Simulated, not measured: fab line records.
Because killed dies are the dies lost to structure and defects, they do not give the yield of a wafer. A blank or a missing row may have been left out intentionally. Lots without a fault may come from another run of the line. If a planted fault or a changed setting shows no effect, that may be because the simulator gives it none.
fab line records    flow nandHarc
record lots=24  wafers=72  lastDay=34
route steps=1302 shown P_CONTACT@247 P_M0@269 P_M1@305
lots with no fault: from the same line, run without faults
startH: hours from the record's opening day to when the first of the lot's shown wafers began    waitH: hours elapsed since this lot's preceding step    " identical to the entry in the row above    L1.1+2: a row that stands for several wafers    - no value, or no start given    * or withheld: withheld    < > ~ a bound
route shown NAME@n: a module of which the file shows steps, and the number in the route of the first    usual: mean/standard deviation of fault-free wafers    same: alike in all rows    chamber/n: place in a boat    sites: per-site readings    _std_site: how widely they spread, as a standard deviation    _edge_site: the outer-site mean with the inner-site mean subtracted    radiusMm: how far each site lies from the wafer's centre    mask NAME#n: copy n    behind: the tool/chamber that last shaped the wafer    hold: cause of the lot's hold/its duration in hours/its outcome    device: whichever transistor did not switch (one of n, p or np)    end of line: tests run on the same wafers once the route is complete    for a step that has no rows: nothing shown but its recipe    killed: dies that structure and defects cost at the first sort, which is not the same as the wafer's yield    map: the dies of a wafer, with x for killed, . for not killed, _ for no die there
set.NAME: the setting that was run; set.NAME@STEP: the one run at that earlier step    model.NAME: the simulator's own value behind a step, which no gauge read
steps of the route over a sample of lots; a table a step, a row a wafer
services: the hour from which a tool's chamber was out of use, counted from the record's first day as startH (under 0 if before that day), plus the number of hours and why
## steps
# step NHARC_P_CONTACT_ALD_22
# recipe targetThkA=30  pulseTimeS=1  aldCycles=150  tempC=450  material=TiN
# usual heaterPowerOuterW=691/55  heaterPowerW=1125/100  precursorPulseHeightRel=0.996/0.021
# same pulseTimeS=1
lot.wafer  tool         chamber  startH  waitH  heaterPowerOuterW  heaterPowerW  precursorPulseHeightRel  sinceWetCleanH
L074.4     aldMetal-01  0        116.50  -      737                1182          0.985                    115
L074.2     "            1        "       "      654                1044          0.995                    115
L074.5     "            3        "       "      589                967           0.974                    -
L075.3     aldMetal-04  2        129.95  -      749                1262          1.025                    2
L075.2     "            1        "       "      665                1147          0.998                    2
L075.5     "            2        "       "      727                1281          0.976                    -
L076.1     aldMetal-04  2        140.87  -      734                1287          1.010                    13
L076.2     "            3        "       "      639                993           1.021                    13
L076.4     "            2        "       "      734                1241          0.977                    -
L077.2     aldMetal-02  2        149.19  -      815                1267          1.016                    63
L077.4     "            0        "       "      695                1076          0.980                    63
L077.6     "            1        "       "      777                1228          0.983                    -
L078.2     aldMetal-04  0        163.25  -      691                1162          0.979                    35
L078.3     "            1        "       "      677                1168          1.008                    35
L078.6     "            2        "       "      762                1262          0.987                    -
L079.2     aldMetal-04  3        176.18  -      646                1030          0.986                    48
L079.4     "            0        "       "      707                1170          1.003                    48
L079.6     "            2        "       "      767                1293          1.017                    -
L080.3     aldMetal-01  0        180.43  -      676                1093          0.968                    0
L080.6     "            2        "       "      600                1034          0.990                    -
L080.4     "            0        "       "      684                1117          0.987                    -
L081.1     aldMetal-04  3        190.26  -      676                1082          0.996                    62
L081.6     "            0        "       "      708                1150          0.973                    -
L081.5     "            2        "       "      751                1259          0.993                    -
L082.2     aldMetal-04  1        205.97  -      669                1144          0.984                    78
L082.6     "            0        "       "      684                1119          0.996                    -
L082.5     "            1        "       "      661                1171          1.007                    -
L083.1     aldMetal-02  1        215.84  -      782                1213          0.999                    130
L083.4     "            2        "       "      816                1323          1.023                    130
L083.6     "            2        "       "      812                1283          1.004                    -
L085.3     aldMetal-02  1        229.89  -      777                1232          1.025                    144
L085.2     "            2        "       "      819                1271          0.983                    144
L085.5     "            1        "       "      787                1245          0.987                    -
L084.4     aldMetal-01  3        232.30  -      590                930           1.017                    52
L084.6     "            1        "       "      686                1094          0.991                    -
L084.5     "            2        "       "      613                1033          1.004                    -
L086.2     aldMetal-01  1        241.06  -      699                1092          0.962                    61
L086.3     "            2        "       "      602                1011          0.971                    61
L086.6     "            3        "       "      577                902           1.004                    -
L087.3     aldMetal-04  2        247.53  -      731                1285          0.984                    120
L087.5     "            3        "       "      678                1038          1.005                    -
L087.6     "            0        "       "      690                1133          0.969                    -
L088.4     aldMetal-02  3        264.31  -      684                1043          1.036                    0
L088.3     "            1        "       "      765                1186          0.967                    0
L088.6     "            3        "       "      690                1029          0.976                    -
L089.3     aldMetal-04  1        270.26  -      666                1175          1.003                    142
L089.2     "            3        "       "      664                1035          1.006                    142
L089.6     "            1        "       "      674                1174          1.031                    -
L090.2     aldMetal-04  3        281.98  -      663                1033          1.024                    154
L090.1     "            0        "       "      706                1127          0.998                    154
L090.6     "            2        "       "      773                1252          0.985                    -
L091.2     aldMetal-04  3        293.45  -      669                1049          0.987                    165
L091.3     "            0        "       "      692                1170          0.999                    166
L091.6     "            1        "       "      674                1121          1.044                    -
L092.1     aldMetal-01  3        298.28  -      596                920           0.976                    118
L092.2     "            2        "       "      603                1015          1.024                    118
L092.6     "            0        "       "      691                1080          1.016                    -
L093.4     aldMetal-01  1        309.07  -      673                1057          0.997                    129
L093.3     "            2        "       "      599                1030          0.982                    129
L093.2     "            3        "       "      589                966           0.991                    129
L095.2     aldMetal-01  1        327.52  -      693                1051          0.976                    148
L095.1     "            2        "       "      608                1020          1.011                    148
L095.5     "            0        "       "      683                1094          1.045                    -
L094.2     aldMetal-04  3        331.37  -      710                1151          0.992                    25
L094.1     "            0        "       "      682                1123          1.005                    25
L094.5     "            3        "       "      706                1090          0.970                    -
L096.4     aldMetal-02  0        342.30  -      664                1083          1.031                    78
L096.3     "            1        "       "      762                1201          0.988                    78
L096.1     "            2        "       "      748                1197          0.981                    78
L097.2     aldMetal-04  0        358.37  -      692                1100          0.965                    52
L097.5     "            1        "       "      696                1214          0.987                    -
L097.6     "            2        "       "      760                1239          1.021                    -
# step NHARC_P_M0_CD_MEAS_16
# usual cdNm=89.6/0.89
lot.wafer  tool      chamber  startH  waitH  cdNm
L074.2     cdSem-03  -        119.12  -      88.4
L074.4     "         -        "       "      89.8
L074.5     "         -        "       "      88.5
L075.2     cdSem-01  -        132.63  -      88.4
L075.3     "         -        "       "      90.4
L075.5     "         -        "       "      87.9
L076.1     cdSem-01  -        143.73  -      89.9
L076.2     "         -        "       "      89.5
L076.4     "         -        "       "      90.3
L077.2     cdSem-03  -        151.91  -      88.0
L077.4     "         -        "       "      90.4
L077.6     "         -        "       "      88.7
L078.2     cdSem-01  -        165.78  -      90.0
L078.3     "         -        "       "      89.7
L078.6     "         -        "       "      89.5
L079.2     cdSem-02  -        178.79  -      92.1
L079.4     "         -        "       "      90.0
L079.6     "         -        "       "      91.4
L080.3     cdSem-01  -        183.21  -      90.0
L080.4     "         -        "       "      89.5
L080.6     "         -        "       "      90.2
L081.1     cdSem-03  -        192.93  -      89.8
L081.5     "         -        "       "      90.6
L081.6     "         -        "       "      90.1
L082.2     cdSem-03  -        208.46  -      88.4
L082.5     "         -        "       "      89.6
L082.6     "         -        "       "      89.9
L083.1     cdSem-03  -        218.73  -      89.0
L083.4     "         -        "       "      89.8
L083.6     "         -        "       "      89.6
L085.2     cdSem-01  -        232.53  -      89.5
L085.3     "         -        "       "      89.5
L085.5     "         -        "       "      90.2
L084.4     cdSem-01  -        234.81  -      90.5
L084.5     "         -        "       "      88.1
L084.6     "         -        "       "      89.8
L086.2     cdSem-03  -        243.72  -      88.8
L086.3     "         -        "       "      89.8
L086.6     "         -        "       "      89.2
L087.3     cdSem-03  -        250.70  -      89.3
L087.5     "         -        "       "      89.5
L087.6     "         -        "       "      89.5
L088.3     cdSem-03  -        267.13  -      89.2
L088.4     "         -        "       "      90.5
L088.6     "         -        "       "      89.5
L089.2     cdSem-02  -        272.91  -      90.4
L089.3     "         -        "       "      91.5
L089.6     "         -        "       "      91.1
L090.1     cdSem-01  -        284.77  -      89.0
L090.2     "         -        "       "      90.3
L090.6     "         -        "       "      89.8
L091.2     cdSem-01  -        296.11  -      88.2
L091.3     "         -        "       "      88.3
L091.6     "         -        "       "      88.7
L092.1     cdSem-03  -        300.97  -      88.6
L092.2     "         -        "       "      90.2
L092.6     "         -        "       "      89.4
L093.2     cdSem-02  -        311.72  -      89.5
L093.3     "         -        "       "      88.5
L093.4     "         -        "       "      89.1
L095.1     cdSem-02  -        330.29  -      88.1
L095.2     "         -        "       "      89.6
L095.5     "         -        "       "      88.4
L094.1     cdSem-01  -        334.05  -      89.9
L094.2     "         -        "       "      89.0
L094.5     "         -        "       "      91.5
L096.1     cdSem-01  -        344.94  -      89.0
L096.3     "         -        "       "      89.3
L096.4     "         -        "       "      88.7
L097.2     cdSem-03  -        361.03  -      90.4
L097.5     "         -        "       "      91.8
L097.6     "         -        "       "      89.9
# step NHARC_P_M0_PVD_21
# recipe targetThkA=300  chamberPressurePa=5  powerW=5000  substrateTempC=30  timeS=20.49  material=Cu
# usual cathodeDcPowerW=4999.9/0.8  throttleValvePct=29.7/1
lot.wafer  tool           chamber  startH  waitH  cathodeDcPowerW  throttleValvePct
L074.2     pvdSputter-02  -        -       -      5000.3           30.2
L074.4     "              -        "       "      4998.9           30.8
L074.5     "              -        "       "      4999.3           30.3
L075.2     pvdSputter-01  -        133.69  0.1    5000.6           29.5
L075.3     "              -        "       "      5001.0           28.3
L075.5     "              -        "       "      5000.0           29.9
L076.2     pvdSputter-03  -        -       -      4998.8           29.2
L076.4     "              -        "       "      4999.9           29.2
L076.1     "              -        "       "      4999.1           32.6
L077.2     pvdSputter-01  -        -       -      5000.3           29.6
L077.4     "              -        "       "      5000.4           28.8
L077.6     "              -        "       "      4999.4           28.9
L078.3     pvdSputter-01  -        -       -      5001.4           28.4
L078.2     "              -        "       "      4998.7           29.0
L078.6     "              -        "       "      4998.6           28.3
L079.2     pvdSputter-02  -        -       -      5000.1           30.4
L079.4     "              -        "       "      4999.2           30.5
L079.6     "              -        "       "      4999.6           30.4
L080.3     pvdSputter-02  -        -       -      4999.8           30.5
L080.4     "              -        "       "      4999.5           30.9
L080.6     "              -        "       "      5000.6           30.7
L081.1     pvdSputter-01  -        -       -      5000.0           29.9
L081.6     "              -        "       "      4999.9           28.5
L081.5     "              -        "       "      4999.7           28.1
L082.2     pvdSputter-01  -        -       -      5001.2           29.0
L082.6     "              -        "       "      5000.3           28.9
L082.5     "              -        "       "      4999.0           30.0
L083.1     pvdSputter-02  -        -       -      5000.6           29.2
L083.4     "              -        "       "      4999.7           30.2
L083.6     "              -        "       "      5000.4           29.0
L085.2     pvdSputter-03  -        -       -      4999.7           29.9
L085.3     "              -        "       "      5000.2           32.5
L085.5     "              -        "       "      5000.4           29.8
L084.4     pvdSputter-02  -        -       -      5000.0           30.6
L084.6     "              -        "       "      5000.3           29.2
L084.5     "              -        "       "      5000.1           30.6
L086.2     pvdSputter-01  -        -       -      4999.5           29.4
L086.3     "              -        "       "      4998.9           30.6
L086.6     "              -        "       "      4999.8           28.5
L087.3     pvdSputter-01  -        -       -      4998.8           28.5
L087.5     "              -        "       "      4999.8           28.7
L087.6     "              -        "       "      4999.4           28.7
L088.4     pvdSputter-02  -        -       -      5000.9           31.0
L088.3     "              -        "       "      5000.6           30.1
L088.6     "              -        "       "      4999.1           30.8
L089.2     pvdSputter-02  -        -       -      5000.0           30.3
L089.3     "              -        "       "      4998.7           28.9
L089.6     "              -        "       "      5000.3           30.7
L090.1     pvdSputter-01  -        -       -      5000.9           28.5
L090.2     "              -        "       "      5000.4           28.7
L090.6     "              -        "       "      4999.0           28.5
L091.2     pvdSputter-03  -        -       -      4999.6           32.3
L091.3     "              -        "       "      4999.4           30.2
L091.6     "              -        "       "      4998.9           29.9
L092.1     pvdSputter-01  -        -       -      4997.9           29.5
L092.2     "              -        "       "      4999.4           28.5
L092.6     "              -        "       "      4999.2           30.3
L093.4     pvdSputter-02  -        -       -      5000.0           29.6
L093.3     "              -        "       "      4999.4           30.6
L093.2     "              -        "       "      5000.5           31.0
L095.1     pvdSputter-03  -        -       -      5001.3           28.6
L095.2     "              -        "       "      5000.7           29.5
L095.5     "              -        "       "      5000.8           29.9
L094.1     pvdSputter-03  -        -       -      4999.5           30.0
L094.2     "              -        "       "      4999.6           32.4
L094.5     "              -        "       "      5000.1           29.9
L096.4     pvdSputter-02  -        -       -      4999.3           31.3
L096.1     "              -        "       "      5001.1           29.5
L096.3     "              -        "       "      5000.4           29.1
L097.2     pvdSputter-02  -        -       -      5000.0           30.6
L097.6     "              -        "       "      4999.7           29.5
L097.5     "              -        "       "      4999.3           29.2
# step NHARC_P_M0_PRE_CLEAN_31
# recipe timeS=12  tempC=370  rfPowerW=300  gas=NH3
# usual heaterPowerOuterW=357/60  heaterPowerW=621/85
lot.wafer  tool      chamber  startH  waitH  heaterPowerOuterW  heaterPowerW  sinceWetCleanH
L074.2     pecvd-02  2        121.46  0.1    391                648           62
L074.5     "         0        "       "      414                699           -
L074.4     "         1        "       "      339                573           -
L075.3     pecvd-04  1        135.15  0.1    374                634           34
L075.2     "         2        "       "      343                609           34
L075.5     "         0        "       "      348                615           -
L076.2     pecvd-01  1        145.96  0.1    407                700           3
L076.1     "         2        "       "      251                474           3
L076.4     "         1        "       "      379                682           -
L077.2     pecvd-02  1        154.20  0.1    329                593           95
L077.4     "         0        "       "      421                695           -
L077.6     "         1        "       "      320                585           -
L078.3     pecvd-02  0        168.02  0.1    428                739           109
L078.2     "         2        "       "      383                623           109
L078.6     "         0        "       "      440                718           -
L079.2     pecvd-01  1        181.05  0.1    329                594           38
L079.6     "         2        "       "      208                428           -
L079.4     "         0        "       "      394                684           -
L080.3     pecvd-01  1        185.45  0.1    387                671           42
L080.6     "         1        "       "      396                686           -
L080.4     "         2        "       "      267                493           -
L081.1     pecvd-02  1        195.20  0.1    307                551           136
L081.6     "         1        "       "      301                558           -
L081.5     "         2        "       "      377                631           -
L082.2     pecvd-04  0        210.75  0.1    304                562           109
L082.5     "         0        "       "      314                545           -
L082.6     "         1        "       "      445                751           -
L083.1     pecvd-01  1        221.06  0.1    316                568           78
L083.6     "         2        "       "      230                440           -
L083.4     "         0        "       "      432                726           -
L085.3     pecvd-04  2        234.77  0.1    282                526           133
L085.2     "         0        "       "      315                571           133
L085.5     "         0        "       "      325                571           -
L084.4     pecvd-04  2        237.08  0.1    326                574           -
L084.6     "         0        "       "      305                565           -
L084.5     "         1        "       "      461                772           -
L086.3     pecvd-04  0        246.12  0.2    367                618           145
L086.2     "         2        "       "      319                582           145
L086.6     "         1        "       "      419                708           -
L087.3     pecvd-04  2        252.99  0.1    310                548           152
L087.6     "         2        "       "      309                554           -
L087.5     "         1        "       "      434                738           -
L088.3     pecvd-02  1        269.45  0.1    337                586           29
L088.4     "         2        "       "      364                600           -
L088.6     "         1        "       "      341                577           -
L089.3     pecvd-01  1        275.13  0.1    379                657           132
L089.2     "         2        "       "      270                517           132
L089.6     "         2        "       "      280                510           -
L090.2     pecvd-04  0        287.06  0.1    356                632           5
L090.1     "         1        "       "      435                742           5
L090.6     "         0        "       "      356                649           -
L091.2     pecvd-04  1        298.45  0.1    399                713           16
L091.3     "         2        "       "      333                573           16
L091.6     "         2        "       "      336                569           -
L092.2     pecvd-02  1        303.34  0.1    290                518           63
L092.1     "         2        "       "      390                636           63
L092.6     "         2        "       "      378                631           -
L093.2     pecvd-04  2        313.96  0.1    341                586           32
L093.3     "         1        "       "      436                761           32
L093.4     "         1        "       "      447                727           -
L095.2     pecvd-01  0        332.53  0.1    411                721           8
L095.1     "         1        "       "      347                628           8
L095.5     "         1        "       "      358                613           -
L094.2     pecvd-01  0        336.35  0.1    395                679           12
L094.1     "         1        "       "      370                645           12
L094.5     "         2        "       "      291                513           -
L096.3     pecvd-04  1        347.26  0.1    395                690           65
L096.1     "         2        "       "      324                578           65
L096.4     "         0        "       "      296                539           -
L097.2     pecvd-02  2        363.29  0.1    382                612           123
L097.5     "         0        "       "      466                777           -
L097.6     "         1        "       "      301                534           -
# step NHARC_P_M1_DEGAS_29
# recipe tempC=250  timeS=60
# usual heaterPowerW=346/45
lot.wafer  tool           chamber  startH  waitH  heaterPowerW
L074.4     pvdSputter-01  -        124.16  -      303
L074.2     "              -        "       "      294
L074.5     "              -        "       "      377
L075.2     pvdSputter-01  -        137.55  -      369
L075.3     "              -        "       "      307
L075.5     "              -        "       "      417
L076.2     pvdSputter-02  -        148.39  -      348
L076.1     "              -        "       "      308
L076.4     "              -        "       "      308
L077.4     pvdSputter-03  -        156.73  -      333
L077.2     "              -        "       "      306
L077.6     "              -        "       "      403
L078.2     pvdSputter-02  -        170.41  -      350
L078.3     "              -        "       "      318
L078.6     "              -        "       "      309
L079.4     pvdSputter-03  -        183.43  -      300
L079.2     "              -        "       "      326
L079.6     "              -        "       "      408
L080.3     pvdSputter-03  -        187.84  -      335
L080.4     "              -        "       "      331
L080.6     "              -        "       "      301
L081.1     pvdSputter-01  -        197.74  -      309
L081.5     "              -        "       "      374
L081.6     "              -        "       "      312
L082.2     pvdSputter-03  -        213.26  -      403
L082.6     "              -        "       "      399
L082.5     "              -        "       "      339
L083.4     pvdSputter-02  -        223.60  -      310
L083.1     "              -        "       "      353
L083.6     "              -        "       "      306
L085.3     pvdSputter-03  -        237.29  -      303
L085.2     "              -        "       "      330
L085.5     "              -        "       "      302
L084.4     pvdSputter-01  -        239.68  -      309
L084.5     "              -        "       "      440
L084.6     "              -        "       "      378
L086.3     pvdSputter-02  -        248.51  -      312
L086.2     "              -        "       "      350
L086.6     "              -        "       "      312
L087.3     pvdSputter-01  -        255.53  -      308
L087.5     "              -        "       "      311
L087.6     "              -        "       "      316
L088.3     pvdSputter-01  -        271.92  -      370
L088.4     "              -        "       "      305
L088.6     "              -        "       "      307
L089.2     pvdSputter-01  -        277.68  -      439
L089.3     "              -        "       "      316
L089.6     "              -        "       "      436
L090.2     pvdSputter-01  -        289.62  -      381
L090.1     "              -        "       "      430
L090.6     "              -        "       "      310
L091.2     pvdSputter-03  -        300.94  -      297
L091.3     "              -        "       "      335
L091.6     "              -        "       "      295
L092.2     pvdSputter-01  -        305.98  -      373
L092.1     "              -        "       "      316
L092.6     "              -        "       "      375
L093.3     pvdSputter-01  -        316.35  -      384
L093.4     "              -        "       "      305
L093.2     "              -        "       "      444
L095.1     pvdSputter-02  -        335.20  -      310
L095.2     "              -        "       "      330
L095.5     "              -        "       "      311
L094.1     pvdSputter-03  -        338.76  -      394
L094.2     "              -        "       "      300
L094.5     "              -        "       "      346
L096.4     pvdSputter-01  -        350.16  -      316
L096.3     "              -        "       "      312
L096.1     "              -        "       "      429
L097.2     pvdSputter-03  -        365.71  -      400
L097.5     "              -        "       "      293
L097.6     "              -        "       "      312
# step NHARC_P_M1_PRE_CLEAN_30
# recipe timeS=30  tempC=280  gas=H2/He
# usual heaterPowerW=424/56
lot.wafer  tool           chamber  startH  waitH  heaterPowerW
L074.2     pvdSputter-01  -        -       -      510
L074.4     "              -        "       "      382
L074.5     "              -        "       "      458
L075.3     pvdSputter-01  -        -       -      362
L075.2     "              -        "       "      458
L075.5     "              -        "       "      383
L076.1     pvdSputter-02  -        -       -      384
L076.4     "              -        "       "      381
L076.2     "              -        "       "      379
L077.4     pvdSputter-03  -        -       -      400
L077.2     "              -        "       "      399
L077.6     "              -        "       "      365
L078.3     pvdSputter-02  -        -       -      389
L078.2     "              -        "       "      378
L078.6     "              -        "       "      376
L079.2     pvdSputter-03  -        -       -      359
L079.4     "              -        "       "      484
L079.6     "              -        "       "      412
L080.3     pvdSputter-03  -        -       -      406
L080.4     "              -        "       "      488
L080.6     "              -        "       "      417
L081.1     pvdSputter-01  -        -       -      514
L081.6     "              -        "       "      376
L081.5     "              -        "       "      359
L082.2     pvdSputter-03  -        -       -      394
L082.6     "              -        "       "      398
L082.5     "              -        "       "      367
L083.1     pvdSputter-02  -        -       -      438
L083.4     "              -        "       "      376
L083.6     "              -        "       "      441
L085.3     pvdSputter-03  -        -       -      399
L085.2     "              -        "       "      367
L085.5     "              -        "       "      360
L084.4     pvdSputter-01  -        -       -      545
L084.6     "              -        "       "      386
L084.5     "              -        "       "      541
L086.3     pvdSputter-02  -        -       -      386
L086.2     "              -        "       "      423
L086.6     "              -        "       "      396
L087.3     pvdSputter-01  -        -       -      379
L087.6     "              -        "       "      527
L087.5     "              -        "       "      473
L088.4     pvdSputter-01  -        -       -      390
L088.3     "              -        "       "      389
L088.6     "              -        "       "      532
L089.3     pvdSputter-01  -        -       -      387
L089.2     "              -        "       "      381
L089.6     "              -        "       "      536
L090.1     pvdSputter-01  -        -       -      536
L090.2     "              -        "       "      375
L090.6     "              -        "       "      467
L091.3     pvdSputter-03  -        -       -      482
L091.2     "              -        "       "      366
L091.6     "              -        "       "      410
L092.2     pvdSputter-01  -        -       -      475
L092.1     "              -        "       "      527
L092.6     "              -        "       "      475
L093.4     pvdSputter-01  -        -       -      554
L093.2     "              -        "       "      481
L093.3     "              -        "       "      382
L095.2     pvdSputter-02  -        -       -      408
L095.1     "              -        "       "      366
L095.5     "              -        "       "      380
L094.2     pvdSputter-03  -        -       -      411
L094.1     "              -        "       "      488
L094.5     "              -        "       "      416
L096.4     pvdSputter-01  -        -       -      378
L096.1     "              -        "       "      544
L096.3     "              -        "       "      467
L097.2     pvdSputter-03  -        -       -      470
L097.6     "              -        "       "      383
L097.5     "              -        "       "      488
## services
tool           chamber  startH  hours  kind
pecvd-01       2        95.28   5.4    repair
pvdSputter-02  -        104.03  10.0   pm
aldMetal-04    -        107.52  0.5    repair
aldMetal-04    -        118.00  10.0   pm
pecvd-01       2        128.97  5.6    repair
pecvd-01       -        130.40  13.0   pm
pvdSputter-01  -        145.41  2.1    repair
pecvd-04       1        154.14  5.8    repair
pvdSputter-03  -        157.51  3.3    repair
pvdSputter-03  -        170.00  10.0   pm
aldMetal-04    1        188.26  11.3   repair
pecvd-04       -        214.77  0.8    repair
pvdSputter-01  -        226.05  10.0   pm
aldMetal-04    2        248.15  6.3    repair
pvdSputter-01  -        265.42  5.2    repair
pecvd-04       -        269.35  13.0   pm
aldMetal-04    -        280.42  1.1    repair
pvdSputter-02  -        282.03  10.0   pm
aldMetal-04    -        296.00  10.0   pm
pecvd-04       -        297.80  0.6    repair
pvdSputter-01  -        334.22  7.3    repair
aldMetal-04    -        341.28  2.9    repair
pvdSputter-03  -        348.00  10.0   pm
pecvd-04       1        349.72  4.1    repair
## key
fault none
